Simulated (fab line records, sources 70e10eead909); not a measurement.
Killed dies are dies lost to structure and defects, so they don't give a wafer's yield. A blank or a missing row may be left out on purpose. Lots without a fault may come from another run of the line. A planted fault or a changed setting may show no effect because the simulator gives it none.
fab line records | flow nand_harc
record lots=23 wafers=69 last_day=24
route steps=1159 shown A_WL_FILL@834 A_CONTACT@843
lots that met no fault: from a run of the same line without faults
start_h: hours from the record's first day to the start of the lot's first wafer shown | wait_h: hours since the lot's step before | " the same as in the row above | L1.1+2: a row that stands for several wafers | - no value, or no start given | * or withheld: withheld | < > ~ a bound
route shown NAME@n: a module of which the file shows steps, and the number in the route of the first | usual: mean/standard deviation of fault-free wafers | same: alike in all rows | chamber/n: place in a boat | sites: the reading at each site | _std_site: their standard deviation | _edge_site: outer sites' mean less inner sites' | radius_mm: how far each site lies from the wafer's centre | mask NAME#n: copy n | behind: the tool/chamber that last shaped the wafer | hold: why the lot was held/for how many hours/how that ended | device: the transistor (n, p or np) that didn't switch | end of line: the same wafers' tests at the end of the route | a step without rows: its recipe alone | killed: dies lost to structure and defects at the first sort, not the wafer's yield | map: a wafer's dies, x killed, . not, _ none there
set.NAME: the setting as run; set.NAME@STEP: as run at that earlier step | model.NAME: the simulator's own value behind a step, which no gauge read
steps of the route over a sample of lots; a table a step, a row a wafer
services: from which hour (start_h, from the record's first day; less than 0 if before it) a tool's chamber was out of use, for how many hours, and why
## steps
# step NHARC_A_WL_FILL_CMP_12
# recipe t_overpolish_s=30 target_thk_nm=75
# usual motor_current_A=12.9/1.6 overpolish_run_s=30.000/0.0091 slurry_filter_dp_kPa=13.50/0.14 time_to_endpoint_s=16.6/1.9
# columns lot.wafer tool chamber start_h wait_h motor_current_A overpolish_run_s slurry_filter_dp_kPa time_to_endpoint_s
L075.3 cmp-03 2 365.68 2.2 10.1 29.998 13.72 12.4
L075.4 " 0 " " 15.0 30.016 13.44 14.3
L075.5 " 2 " " 10.4 30.005 13.42 15.1
L076.2 cmp-04 1 366.06 4.3 14.0 30.004 13.32 13.6
L076.5 " 1 " " 14.8 30.002 13.62 15.8
L076.6 " 2 " " 10.9 29.991 13.41 15.6
L074.2 cmp-04 0 370.01 3.6 15.3 30.004 13.39 13.5
L074.3 " 3 " " 11.8 30.002 13.62 14.7
L074.6 " 1 " " 14.6 30.003 13.64 13.4
L079.3 cmp-02 2 379.26 2.9 11.5 30.000 13.45 17.0
L079.2 " 3 " " 12.3 30.006 13.64 17.0
L079.6 " 2 " " 11.5 29.989 13.67 17.6
L078.4 cmp-02 1 381.70 2.2 13.0 30.002 13.54 15.2
L078.3 " 3 " " 13.5 30.008 13.20 14.1
L078.5 " 0 " " 12.0 30.006 13.50 15.3
L080.1 cmp-03 1 383.66 4.4 14.0 29.997 13.45 16.3
L080.5 " 2 " " 10.2 30.004 13.42 17.6
L080.6 " 3 " " 12.9 29.988 13.82 19.5
L077.3 cmp-03 3 390.72 2.9 14.0 30.009 13.33 19.3
L077.6 " 1 " " 14.4 30.008 13.94 17.4
L077.5 " 2 " " 10.4 29.991 13.39 18.6
L081.1 cmp-03 2 401.75 4.3 10.4 29.989 13.30 17.3
L081.2 " 3 " " 13.7 30.017 13.40 20.5
L081.6 " 3 " " 13.3 30.001 13.57 19.6
L083.3 cmp-02 3 414.69 2.9 12.2 29.999 13.52 18.3
L083.4 " 0 " " 12.1 30.005 13.34 18.2
L083.2 " 2 " " 11.5 30.001 13.59 18.1
L082.4 cmp-03 0 414.72 2.9 15.1 29.976 13.58 15.1
L082.2 " 1 " " 13.6 30.015 13.29 13.8
L082.6 " 3 " " 13.2 30.004 13.68 18.5
L084.1 cmp-04 0 423.77 4.3 14.5 29.997 13.55 13.7
L084.5 " 3 " " 12.1 30.001 13.55 12.4
L084.6 " 0 " " 14.8 30.015 13.34 15.1
L086.3 cmp-02 1 441.68 2.2 13.2 30.019 13.64 17.7
L086.2 " 3 " " 13.2 30.000 13.65 15.8
L086.5 " 1 " " 12.5 29.993 13.48 17.6
L087.3 cmp-03 2 446.54 2.2 10.1 30.011 13.56 16.8
L087.2 " 3 " " 13.3 30.004 13.67 19.0
L087.5 " 0 " " 14.7 29.986 13.55 17.3
L091.1 cmp-04 2 454.88 4.4 11.6 29.995 13.45 17.5
L091.5 " 1 " " 15.0 29.998 13.72 14.7
L091.6 " 2 " " 11.8 29.998 13.52 17.1
L090.3 cmp-02 3 457.28 2.2 13.3 30.002 13.45 14.6
L090.1 " 0 " " 12.0 30.006 13.49 14.8
L090.5 " 1 " " 12.2 30.005 13.42 14.8
L089.2 cmp-04 2 460.19 3.7 11.2 30.003 13.45 17.7
L089.3 " 3 " " 11.4 30.009 13.19 15.3
L089.5 " 1 " " 16.5 29.993 13.46 15.1
L088.4 cmp-03 3 461.53 2.2 13.0 29.993 13.54 19.6
L088.2 " 0 " " 15.7 29.993 13.51 18.8
L088.5 " 3 " " 13.5 29.980 13.62 17.1
L093.2 cmp-04 1 464.43 4.3 15.0 30.004 13.52 17.7
L093.3 " 3 " " 12.3 30.010 13.33 17.1
L093.6 " 2 " " 11.4 30.008 13.52 15.3
L092.1 cmp-03 2 465.86 4.4 10.5 30.003 13.61 15.9
L092.4 " 3 " " 13.3 30.008 13.44 18.0
L092.6 " 1 " " 14.1 29.992 13.69 15.4
L096.1 cmp-02 1 470.93 4.4 12.8 29.992 13.55 17.0
L096.3 " 2 " " 11.3 30.002 13.56 18.3
L096.2 " 0 " " 12.0 29.988 13.66 18.9
L094.1 cmp-03 1 470.94 3.7 13.4 30.016 13.55 15.8
L094.3 " 2 " " 10.9 29.989 13.58 13.5
L094.5 " 0 " " 14.6 30.002 13.41 14.4
L095.3 cmp-03 0 475.71 2.2 14.1 30.000 13.48 18.3
L095.6 " 2 " " 10.8 29.998 13.56 19.0
L095.5 " 3 " " 12.4 29.994 13.43 21.4
L097.3 cmp-03 0 503.97 2.9 15.0 29.999 13.60 16.8
L097.2 " 2 " " 10.0 30.001 13.62 14.5
L097.5 " 0 " " 14.6 30.013 13.56 14.7
# step NHARC_A_CONTACT_DEP_29
# recipe target_thk_a=700 target_thk_nm=70 temp_c=400 pressure_torr=3.5 flow_sccm=200 rf_w=350 material=SiON
# usual heater_power_outer_w=457/39 heater_power_w=749/59 rf_fwd_power_W=348.3/1.3 susceptor_temp_C=400.04/0.21
# columns lot.wafer tool chamber start_h wait_h heater_power_outer_w heater_power_w rf_fwd_power_W susceptor_temp_C
L075.3 pecvd-04 1 369.71 1.1 423 714 347.6 400.24
L075.4 " 2 " " 561 858 349.6 400.11
L075.5 " 0 " " 497 824 350.2 400.11
L076.2 pecvd-04 2 370.54 1.5 479 771 348.7 400.15
L076.6 " 2 " " 485 789 348.7 399.88
L076.5 " 0 " " 429 695 350.0 400.17
L074.2 pecvd-01 2 373.84 1.6 421 673 348.7 400.10
L074.3 " 2 " " 429 683 348.6 400.14
L074.6 " 2 " " 446 679 346.8 400.15
L079.2 pecvd-02 2 382.77 1.6 430 692 347.8 399.97
L079.3 " 0 " " 458 694 346.3 399.76
L079.6 " 0 " " 475 700 346.8 399.82
L078.3 pecvd-02 0 385.20 1.1 450 690 347.6 400.49
L078.5 " 1 " " 437 804 347.3 399.84
L078.4 " 2 " " 479 757 345.7 400.20
L080.1 pecvd-02 0 387.84 2.1 442 697 349.3 400.54
L080.5 " 2 " " 428 685 346.4 400.01
L080.6 " 0 " " 456 703 348.5 400.31
L077.3 pecvd-01 1 395.17 1.2 378 668 346.1 399.63
L077.6 " 0 " " 479 798 349.0 400.11
L077.5 " 1 " " 398 689 346.5 399.72
L081.2 pecvd-04 2 405.60 1.5 495 767 349.5 400.15
L081.1 " 0 " " 486 806 348.0 399.89
L081.6 " 0 " " 484 792 348.7 399.84
L083.2 pecvd-04 2 418.04 1.5 467 711 351.0 400.06
L083.3 " 0 " " 409 664 348.0 400.10
L083.4 " 1 " " 339 643 348.9 400.24
L082.2 pecvd-02 1 418.09 1.5 423 745 349.2 399.85
L082.6 " 1 " " 419 740 349.8 400.28
L082.4 " 2 " " 507 796 346.6 400.24
L084.1 pecvd-02 0 427.23 1.9 475 742 348.2 400.07
L084.5 " 0 " " 475 716 347.8 400.11
L084.6 " 1 " " 506 839 348.9 400.40
L086.2 pecvd-01 1 445.08 1.5 427 736 348.8 400.55
L086.3 " 2 " " 441 695 349.3 399.68
L086.5 " 2 " " 419 698 348.7 400.03
L087.3 pecvd-02 0 450.96 1.1 422 678 347.0 400.48
L087.2 " 1 " " 486 832 348.2 399.91
L087.5 " 0 " " 430 669 347.2 400.16
L091.1 pecvd-02 0 458.43 1.9 393 625 350.2 399.92
L091.6 " 1 " " 466 810 350.3 400.60
L091.5 " 0 " " 399 629 349.9 399.98
L090.1 pecvd-02 1 460.62 1.9 470 796 349.6 400.22
L090.3 " 2 " " 463 727 345.5 400.24
L090.5 " 0 " " 405 648 349.3 399.63
L089.2 pecvd-02 2 464.35 1.5 500 793 348.5 400.09
L089.3 " 0 " " 474 722 347.4 400.26
L089.5 " 2 " " 501 801 346.6 399.64
L088.2 pecvd-01 1 466.63 1.5 444 751 348.1 399.86
L088.5 " 0 " " 514 869 348.9 399.61
L088.4 " 2 " " 458 724 347.6 399.98
L093.2 pecvd-02 1 469.33 1.5 465 812 347.8 399.97
L093.3 " 2 " " 520 806 347.4 400.18
L093.6 " 2 " " 520 832 347.2 400.18
L092.1 pecvd-01 0 472.69 1.9 494 846 348.5 400.01
L092.4 " 1 " " 426 731 348.3 400.36
L092.6 " 2 " " 495 759 348.4 400.05
L094.1 pecvd-02 1 475.46 1.9 413 733 347.9 399.83
L094.3 " 2 " " 510 790 348.2 400.23
L094.5 " 2 " " 496 818 347.6 399.99
L096.2 pecvd-04 2 475.61 1.5 476 730 347.9 400.09
L096.3 " 0 " " 469 763 350.2 399.87
L096.1 " 1 " " 435 762 348.3 399.93
L095.3 pecvd-04 0 482.57 1.2 483 804 347.6 400.09
L095.6 " 0 " " 497 799 348.6 399.80
L095.5 " 1 " " 448 788 349.6 400.10
L097.3 pecvd-01 2 509.05 1.2 445 704 348.7 399.94
L097.2 " 1 " " 450 771 347.3 399.78
L097.5 " 2 " " 448 713 349.6 400.14
# step NHARC_A_CONTACT_ETCH_49
# recipe target_depth_a=2600 over_etch_frac=0.3 time_s=475.3 ion_energy_ev=200 n2_flow_sccm=150 h2_flow_sccm=150 ar_flow_sccm=0 rf_w=400 bias_w=150 chemistry=N2/H2
# usual drypump_motor_current_A=5.7/0.42 oes_product_au=1.000/0.0075 rf_fwd_power_W=399.3/1.2 rf_vpp_V=431.8/2.9 showerhead_plenum_p_Torr=2.09/0.1 throttle_valve_pct=14.172/0.0093
# columns lot.wafer tool chamber start_h wait_h drypump_motor_current_A oes_product_au rf_fwd_power_W rf_hours_counter_h rf_vpp_V showerhead_plenum_p_Torr throttle_valve_pct
L075.4 rie_diel-12 3 - - 5.4 0.991 399.1 59 434.6 2.20 14.160
L075.3 " 0 " " 5.6 0.987 398.7 62 435.5 2.19 14.164
L075.5 " 1 " " 5.2 1.002 400.8 - 432.9 2.13 14.175
L076.2 rie_diel-01 0 - - 6.3 0.991 396.4 22 427.5 1.88 14.181
L076.5 " 2 " " 6.6 1.000 399.2 - 429.1 2.03 14.184
L076.6 " 3 " " 6.2 0.997 398.8 - 433.0 2.13 14.162
L074.2 rie_diel-01 3 - - 6.2 1.002 399.3 22 432.4 2.13 14.183
L074.3 " 2 " " 6.7 0.997 401.5 21 431.5 2.03 14.167
L074.6 " 0 " " 6.4 0.987 399.8 - 426.0 1.88 14.157
L079.3 rie_diel-11 1 - - 5.6 0.995 398.8 2 432.3 2.17 14.175
L079.2 " 0 " " 5.6 1.002 399.7 2 433.6 2.15 14.159
L079.6 " 2 " " 5.8 0.993 400.7 - 428.3 1.92 14.165
L078.4 rie_diel-11 3 - - 5.8 0.999 399.4 3 431.4 2.06 14.175
L078.3 " 0 " " 5.6 1.014 399.5 3 433.0 2.15 14.160
L078.5 " 0 " " 5.6 1.010 398.9 - 433.2 2.15 14.176
L080.1 rie_diel-11 0 - - 5.6 1.014 399.8 4 434.5 2.15 14.181
L080.5 " 0 " " 5.6 1.006 400.9 - 433.8 2.15 14.171
L080.6 " 1 " " 5.6 1.005 398.5 - 434.4 2.17 14.186
L077.3 rie_diel-11 0 - - 5.6 1.001 399.9 6 434.1 2.15 14.165
L077.6 " 2 " " 5.8 1.007 399.4 - 426.1 1.92 14.158
L077.5 " 3 " " 5.8 1.004 401.4 - 431.8 2.06 14.179
L081.2 rie_diel-12 3 - - 5.4 1.007 400.4 6 435.5 2.19 14.169
L081.1 " 2 " " 4.9 0.995 400.2 6 434.8 2.22 14.166
L081.6 " 3 " " 5.4 1.002 397.3 - 434.8 2.19 14.161
L083.4 rie_diel-11 0 - - 5.6 1.005 400.1 11 433.3 2.15 14.175
L083.3 " 1 " " 5.6 1.004 400.4 10 433.7 2.17 14.172
L083.2 " 2 " " 5.8 0.997 398.4 10 427.0 1.92 14.165
L082.2 rie_diel-12 2 - - 4.8 0.989 400.1 10 435.5 2.21 14.170
L082.4 " 0 " " 5.5 0.991 400.0 11 434.5 2.19 14.175
L082.6 " 2 " " 4.9 0.994 399.8 - 434.6 2.21 14.178
L084.1 rie_diel-11 2 - - 5.8 1.001 399.5 12 426.4 1.92 14.168
L084.5 " 3 " " 5.8 1.007 397.7 - 431.2 2.06 14.171
L084.6 " 0 " " 5.6 1.001 400.2 - 432.8 2.15 14.178
L086.2 rie_diel-12 2 - - 4.9 1.000 398.5 17 434.2 2.21 14.155
L086.3 " 0 " " 5.6 0.999 398.8 20 435.6 2.19 14.175
L086.5 " 3 " " 5.3 0.997 400.7 - 435.1 2.19 14.166
L087.2 rie_diel-11 2 - - 5.8 1.001 398.3 15 425.8 1.91 14.162
L087.3 " 0 " " 5.6 0.998 399.1 15 433.6 2.15 14.168
L087.5 " 1 " " 5.6 1.007 399.6 - 433.3 2.16 14.187
L091.1 rie_diel-01 0 - - 6.4 0.997 400.0 53 423.3 1.87 14.160
L091.5 " 0 " " 6.4 0.999 397.9 - 425.0 1.87 14.187
L091.6 " 1 " " 5.7 1.007 398.6 - 431.3 2.05 14.180
L090.1 rie_diel-12 3 - - 5.4 0.998 401.3 23 434.8 2.19 14.166
L090.3 " 2 " " 4.8 0.994 399.3 23 434.8 2.21 14.180
L090.5 " 0 " " 5.5 0.989 398.5 - 433.3 2.18 14.175
L089.2 rie_diel-11 1 - - 5.6 1.010 399.6 17 433.4 2.16 14.161
L089.3 " 2 " " 5.8 0.999 399.3 18 427.6 1.91 14.182
L089.5 " 1 " " 5.6 1.005 400.2 - 435.0 2.16 14.171
L088.4 rie_diel-11 1 - - 5.6 0.993 397.1 18 434.1 2.16 14.168
L088.2 " 2 " " 5.8 1.002 401.7 19 427.1 1.91 14.178
L088.5 " 1 " " 5.5 1.002 398.1 - 433.1 2.16 14.170
L093.2 rie_diel-12 0 - - 5.5 0.996 398.9 29 434.8 2.18 14.186
L093.3 " 1 " " 5.2 1.008 399.7 29 431.7 2.12 14.156
L093.6 " 3 " " 5.3 1.008 398.2 - 435.1 2.19 14.181
L092.1 rie_diel-01 1 - - 5.7 1.014 399.0 56 430.1 2.04 14.167
L092.4 " 3 " " 6.3 1.003 400.6 59 430.1 2.12 14.167
L092.6 " 2 " " 6.6 0.998 399.4 - 430.5 2.01 14.175
L094.3 rie_diel-11 0 - - 5.6 1.009 399.6 20 433.5 2.15 14.169
L094.1 " 2 " " 5.8 1.011 397.6 21 425.6 1.91 14.171
L094.5 " 0 " " 5.6 1.009 397.3 - 433.4 2.15 14.187
L096.2 rie_diel-01 3 - - 6.3 0.991 399.3 61 432.9 2.12 14.190
L096.1 " 1 " " 5.7 1.004 399.6 58 429.8 2.04 14.183
L096.3 " 2 " " 6.6 1.002 398.9 58 428.9 2.01 14.166
L095.3 rie_diel-01 1 - - 5.7 1.009 400.3 61 430.6 2.04 14.182
L095.6 " 1 " " 5.7 1.018 400.5 - 430.6 2.04 14.170
L095.5 " 3 " " 6.3 1.012 400.8 - 433.3 2.11 14.170
L097.3 rie_diel-11 2 - - 5.8 0.997 398.6 27 428.2 1.91 14.182
L097.2 " 1 " " 5.6 1.000 398.4 25 433.9 2.16 14.157
L097.5 " 1 " " 5.5 0.997 397.8 - 432.6 2.16 14.162
# step NHARC_A_CONTACT_ETCH_130
# recipe source_w=withheld pressure_mtorr=20 bias_v=1200 time_s=155 target_depth_a=9560 ar_flow_sccm=withheld c4f8_flow_sccm=withheld o2_flow_sccm=withheld chemistry=C4F8/O2/Ar
# usual oes_air_line_au=1.000/0.019
# columns lot.wafer tool chamber start_h wait_h oes_air_line_au rf_hours_counter_h
L075.4 har_cap_etch-02 0 379.89 0.2 0.990 -
L075.3 " 1 " " 1.008 -
L075.5 " 0 " " 1.045 -
L076.2 har_cap_etch-03 0 380.48 0.1 1.008 87
L076.6 " 0 " " 0.970 -
L076.5 " 1 " " 1.016 -
L074.2 har_cap_etch-01 1 385.06 0.1 0.995 57
L074.3 " 0 " " 0.985 -
L074.6 " 0 " " 0.995 -
L079.2 har_cap_etch-03 0 393.21 0.1 1.010 90
L079.3 " 0 " " 0.991 -
L079.6 " 0 " " 1.006 -
L078.4 har_cap_etch-01 0 395.16 0.1 1.009 -
L078.3 " 1 " " 1.003 -
L078.5 " 1 " " 1.015 -
L080.1 har_cap_etch-03 0 398.75 0.1 1.030 91
L080.5 " 0 " " 1.007 -
L080.6 " 1 " " 1.028 -
L077.3 har_cap_etch-03 1 406.34 0.1 1.006 -
L077.6 " 1 " " 0.998 -
L077.5 " 0 " " 1.018 -
L081.2 har_cap_etch-01 1 415.81 0.1 1.001 63
L081.1 " 0 " " 0.992 63
L081.6 " 0 " " 0.990 -
L082.2 har_cap_etch-03 1 428.09 0.1 1.020 96
L082.4 " 1 " " 0.981 -
L082.6 " 0 " " 1.004 -
L083.2 har_cap_etch-02 0 428.78 0.2 1.003 20
L083.4 " 0 " " 1.000 -
L083.3 " 1 " " 1.009 -
L084.1 har_cap_etch-01 0 438.18 0.1 1.013 66
L084.5 " 1 " " 0.996 -
L084.6 " 0 " " 0.990 -
L086.2 har_cap_etch-02 1 456.33 0.2 1.021 23
L086.3 " 1 " " 1.009 -
L086.5 " 1 " " 0.994 -
L087.2 har_cap_etch-03 0 460.91 0.1 0.999 100
L087.3 " 1 " " 1.002 -
L087.5 " 0 " " 0.987 -
L091.1 har_cap_etch-02 1 471.59 0.2 0.997 27
L091.5 " 0 " " 1.026 -
L091.6 " 1 " " 1.026 -
L090.1 har_cap_etch-01 1 474.01 0.1 1.006 73
L090.3 " 0 " " 0.990 -
L090.5 " 0 " " 0.978 -
L089.2 har_cap_etch-03 0 476.45 0.1 0.966 104
L089.3 " 0 " " 0.977 -
L089.5 " 0 " " 0.948 -
L088.2 har_cap_etch-01 0 477.37 0.1 0.951 75
L088.4 " 1 " " 1.014 -
L088.5 " 1 " " 1.009 -
L093.2 har_cap_etch-03 1 482.25 0.1 1.013 106
L093.3 " 0 " " 0.988 -
L093.6 " 1 " " 1.017 -
L092.1 har_cap_etch-02 0 489.57 0.2 1.022 31
L092.4 " 0 " " 0.976 -
L092.6 " 1 " " 0.987 -
L094.1 har_cap_etch-01 0 491.51 0.1 1.023 78
L094.3 " 0 " " 0.999 -
L094.5 " 0 " " 0.972 -
L096.2 har_cap_etch-02 1 493.30 0.2 1.004 32
L096.1 " 0 " " 0.979 32
L096.3 " 1 " " 0.988 -
L095.3 har_cap_etch-01 0 496.91 0.1 1.015 -
L095.5 " 1 " " 0.978 -
L095.6 " 0 " " 1.029 -
L097.2 har_cap_etch-02 1 518.89 0.1 0.992 36
L097.3 " 1 " " 0.955 -
L097.5 " 0 " " 0.988 -
# step NHARC_A_CONTACT_OVL_MEAS_09
# usual overlay_x_nm=-0.2/0.96 overlay_y_nm=0.1/0.83
# columns lot.wafer tool chamber start_h wait_h overlay_x_nm overlay_y_nm
L075.3 overlay-02 - 384.54 - -0.3 -0.1
L075.4 " - " " -0.6 0.0
L075.5 " - " " -1.1 -0.1
L076.2 overlay-01 - 384.87 - 0.4 -0.4
L076.5 " - " " -0.1 -0.5
L076.6 " - " " -0.5 -0.6
L074.2 overlay-02 - 389.59 - -0.2 -0.4
L074.3 " - " " -0.1 -0.1
L074.6 " - " " -0.7 -0.4
L079.2 overlay-01 - 397.88 - -0.2 -0.1
L079.3 " - " " 0.0 0.0
L079.6 " - " " -0.3 -0.1
L078.3 overlay-02 - 401.29 - 0.4 0.4
L078.4 " - " " 1.2 0.6
L078.5 " - " " 1.8 0.9
L080.1 overlay-01 - 404.96 - 2.4 0.8
L080.5 " - " " 2.3 0.3
L080.6 " - " " 1.9 0.8
L077.3 overlay-01 - 411.52 - -1.8 -1.5
L077.5 " - " " -1.9 -0.8
L077.6 " - " " -1.6 -0.8
L081.1 overlay-02 - 420.08 - -0.5 0.3
L081.2 " - " " -0.2 0.2
L081.6 " - " " -0.8 0.4
L082.2 overlay-01 - 433.02 - 1.1 0.9
L082.4 " - " " 0.7 1.6
L082.6 " - " " 1.2 1.4
L083.2 overlay-02 - 433.20 - -1.2 0.9
L083.3 " - " " -1.2 1.1
L083.4 " - " " -0.7 1.7
L084.1 overlay-01 - 442.40 - 0.0 0.9
L084.5 " - " " 0.6 1.0
L084.6 " - " " 0.2 0.8
L086.2 overlay-02 - 460.92 - -0.6 0.0
L086.3 " - " " -0.6 -0.1
L086.5 " - " " -0.6 -0.2
L087.2 overlay-01 - 467.32 - 0.6 -0.7
L087.3 " - " " 0.5 -0.8
L087.5 " - " " 0.6 -0.8
L091.1 overlay-01 - 479.69 - -2.0 0.2
L091.5 " - " " -1.8 -0.1
L091.6 " - " " -1.2 0.2
L090.1 overlay-02 - 481.14 - 0.2 0.1
L090.3 " - " " 0.4 -0.7
L090.5 " - " " 0.0 -0.2
L089.2 overlay-02 - 483.71 - -1.7 1.6
L089.3 " - " " -1.8 1.2
L089.5 " - " " -1.8 2.0
L088.2 overlay-01 - 488.19 - 0.3 -1.2
L088.4 " - " " 0.7 -0.3
L088.5 " - " " 0.5 -1.2
L093.2 overlay-01 - 490.47 - 0.3 0.7
L093.3 " - " " 0.5 1.1
L093.6 " - " " 0.3 0.7
L092.1 overlay-02 - 495.56 - -0.6 1.4
L092.4 " - " " -1.2 1.4
L092.6 " - " " -0.5 1.8
L094.1 overlay-02 - 496.79 - -0.3 -1.6
L094.3 " - " " -0.5 -1.0
L094.5 " - " " -0.4 -1.0
L096.1 overlay-02 - 497.86 - 0.6 -0.4
L096.2 " - " " 0.2 -0.3
L096.3 " - " " 0.5 -0.4
L095.3 overlay-02 - 502.43 - -0.3 -0.7
L095.5 " - " " -0.2 -1.5
L095.6 " - " " -0.6 -0.8
L097.2 overlay-02 - 524.22 - -0.1 0.4
L097.3 " - " " -0.9 -0.1
L097.5 " - " " -1.0 -0.1
# step NHARC_A_CONTACT_ETCH_110
# recipe target_depth_a=500 overetch_a=50 time_s=27.5 ion_energy_ev=100 cf4_flow_sccm=80 o2_flow_sccm=20 ar_flow_sccm=0 rf_w=300 bias_w=100 chemistry=CF4/O2
# usual drypump_motor_current_A=5.8/0.4 oes_product_au=1.001/0.0062 rf_fwd_power_W=294.8/1.3 rf_vpp_V=198.3/1.4 showerhead_plenum_p_Torr=1.36/0.058 throttle_valve_pct=13.397/0.0087
# columns lot.wafer tool chamber start_h wait_h drypump_motor_current_A oes_product_au rf_fwd_power_W rf_hours_counter_h rf_vpp_V showerhead_plenum_p_Torr throttle_valve_pct
L076.2 rie_diel-01 1 387.72 0.0 5.6 1.006 296.1 29 198.6 1.34 13.401
L076.5 " 1 " " 5.6 1.012 296.9 - 198.2 1.34 13.393
L076.6 " 2 " " 6.7 1.002 294.6 - 196.5 1.33 13.384
L075.4 rie_diel-11 1 387.74 0.1 5.6 0.995 296.4 4 199.9 1.42 13.399
L075.3 " 2 " " 5.7 0.997 294.2 4 196.7 1.26 13.402
L075.5 " 0 " " 5.6 0.995 294.8 - 199.2 1.40 13.392
L074.2 rie_diel-11 2 392.74 0.1 5.8 1.000 295.4 6 195.7 1.26 13.389
L074.3 " 3 " " 5.8 1.006 295.2 6 199.9 1.35 13.408
L074.6 " 0 " " 5.6 1.008 292.9 - 198.1 1.40 13.387
L079.3 rie_diel-11 0 400.88 0.0 5.6 0.991 292.9 8 199.0 1.40 13.392
L079.2 " 2 " " 5.8 1.005 294.7 7 195.9 1.26 13.393
L079.6 " 0 " " 5.6 0.994 294.1 - 197.6 1.40 13.386
L078.3 rie_diel-12 0 404.30 0.1 5.5 1.004 296.8 5 199.8 1.43 13.409
L078.4 " 1 " " 5.2 0.994 293.8 6 199.0 1.39 13.392
L078.5 " 3 " " 5.4 1.012 293.8 - 199.8 1.43 13.385
L080.1 rie_diel-11 0 407.90 0.1 5.6 1.001 295.7 10 199.0 1.40 13.388
L080.5 " 0 " " 5.6 0.994 294.7 - 199.1 1.40 13.391
L080.6 " 1 " " 5.6 0.998 296.3 - 197.9 1.41 13.408
L077.3 rie_diel-11 2 414.22 0.1 5.8 1.004 294.6 10 197.1 1.26 13.397
L077.6 " 3 " " 5.8 0.998 295.4 - 198.4 1.35 13.391
L077.5 " 0 " " 5.6 1.015 293.4 - 199.5 1.40 13.388
L081.1 rie_diel-12 0 423.19 0.1 5.5 0.991 297.4 12 199.9 1.43 13.386
L081.2 " 2 " " 4.8 1.002 296.4 11 199.8 1.44 13.392
L081.6 " 1 " " 5.2 0.998 293.8 - 198.4 1.39 13.394
L082.2 rie_diel-11 2 435.77 0.1 5.8 0.998 292.9 13 194.3 1.26 13.408
L082.4 " 3 " " 5.8 0.999 295.8 14 198.2 1.35 13.388
L082.6 " 0 " " 5.6 1.009 295.1 - 197.6 1.40 13.395
L083.3 rie_diel-01 2 436.31 0.0 6.7 0.997 295.1 44 197.5 1.32 13.416
L083.4 " 3 " " 6.3 1.006 292.5 46 198.5 1.39 13.401
L083.2 " 1 " " 5.6 1.006 297.2 44 196.9 1.34 13.401
L084.1 rie_diel-11 0 445.15 0.1 5.6 1.000 295.4 14 199.0 1.40 13.389
L084.6 " 3 " " 5.8 0.998 296.2 - 199.5 1.35 13.405
L084.5 " 0 " " 5.6 1.001 295.4 - 196.8 1.40 13.411
L086.2 rie_diel-12 3 463.75 0.2 5.4 1.002 293.4 24 198.7 1.43 13.411
L086.3 " 0 " " 5.5 1.000 296.4 27 197.8 1.42 13.398
L086.5 " 3 " " 5.4 1.003 292.7 - 200.3 1.43 13.389
L087.2 rie_diel-01 3 470.12 0.1 6.3 0.997 293.4 57 200.9 1.38 13.401
L087.3 " 0 " " 6.3 0.994 294.8 56 196.9 1.23 13.394
L087.5 " 2 " " 6.6 1.005 292.1 - 197.7 1.32 13.399
L091.1 rie_diel-01 1 482.69 0.1 5.6 1.016 297.5 61 196.1 1.34 13.401
L091.5 " 1 " " 5.6 1.011 297.8 - 197.6 1.34 13.384
L091.6 " 3 " " 6.2 1.000 294.4 - 200.0 1.38 13.391
L090.3 rie_diel-11 1 484.72 0.1 5.5 1.006 295.3 20 199.5 1.41 13.402
L090.1 " 3 " " 5.8 1.007 294.8 23 197.5 1.35 13.382
L090.5 " 2 " " 5.8 0.996 293.4 - 196.0 1.26 13.396
L089.3 rie_diel-01 2 486.66 0.1 6.6 1.004 295.3 62 196.4 1.32 13.413
L089.2 " 0 " " 6.3 1.011 296.2 60 200.2 1.45 13.387
L089.5 " 1 " " 5.7 1.015 297.3 - 195.7 1.34 13.419
L088.4 rie_diel-11 2 491.34 0.1 5.8 0.996 294.0 23 196.5 1.26 13.406
L088.2 " 1 " " 5.6 0.994 295.9 21 201.1 1.41 13.416
L088.5 " 3 " " 5.7 0.995 295.1 - 198.6 1.35 13.402
L093.3 rie_diel-11 1 493.50 0.1 5.6 1.011 294.7 22 199.1 1.41 13.401
L093.2 " 2 " " 5.8 1.001 295.0 23 195.4 1.26 13.403
L093.6 " 3 " " 5.8 1.006 294.4 - 196.1 1.34 13.403
L092.4 rie_diel-11 3 499.63 0.4 5.8 0.994 294.8 26 197.1 1.34 13.384
L092.1 " 1 " " 5.5 1.007 295.8 24 198.7 1.41 13.394
L092.6 " 3 " " 5.7 1.007 293.8 - 198.2 1.35 13.398
L094.3 rie_diel-11 2 500.32 0.1 5.8 0.999 294.4 25 196.9 1.26 13.405
L094.1 " 3 " " 5.8 0.998 294.8 26 197.5 1.34 13.397
L094.5 " 0 " " 5.6 1.007 294.6 - 198.8 1.40 13.394
L096.1 rie_diel-01 2 501.36 0.1 6.6 1.005 296.0 0 197.8 1.32 13.393
L096.2 " 3 " " 6.2 1.002 292.1 0 198.5 1.38 13.419
L096.3 " 1 " " 5.7 1.003 297.2 0 198.9 1.34 13.394
L095.3 rie_diel-11 1 505.47 0.1 5.6 0.990 296.1 24 199.6 1.41 13.387
L095.5 " 2 " " 5.7 0.993 292.2 - 198.8 1.26 13.407
L095.6 " 3 " " 5.8 0.991 296.0 - 197.5 1.34 13.391
L097.3 rie_diel-01 3 527.12 0.0 6.2 0.997 294.3 12 197.7 1.38 13.409
L097.2 " 1 " " 5.6 0.993 296.1 11 197.2 1.33 13.387
L097.5 " 0 " " 6.3 0.998 294.8 - 199.2 1.44 13.393
## services
# columns tool chamber start_h hours kind
cmp-02 - 346.14 1.1 repair
cmp-04 - 349.15 1.0 repair
cmp-03 - 352.16 4.0 pm
pecvd-04 1 354.45 11.4 repair
pecvd-04 - 358.27 0.8 repair
rie_diel-11 - 366.53 9.0 pm
pecvd-01 1 367.07 10.4 repair
rie_diel-01 - 370.63 0.4 repair
cmp-04 - 373.42 2.4 repair
pecvd-04 - 376.32 13.0 pm
rie_diel-12 - 379.62 9.0 pm
pecvd-04 2 396.96 4.9 repair
rie_diel-01 - 437.94 0.2 repair
har_cap_etch-02 - 439.59 0.3 repair
har_cap_etch-01 - 440.34 0.3 repair
rie_diel-11 0 441.10 3.3 repair
pecvd-02 2 443.88 5.0 repair
cmp-03 - 450.16 4.0 pm
rie_diel-11 1 454.41 2.5 repair
rie_diel-01 0 490.11 22.5 repair
rie_diel-01 - 491.99 9.0 pm
rie_diel-11 0 500.70 10.5 repair
pecvd-02 - 515.04 13.0 pm
rie_diel-12 0 517.68 12.1 repair
## key
fault none
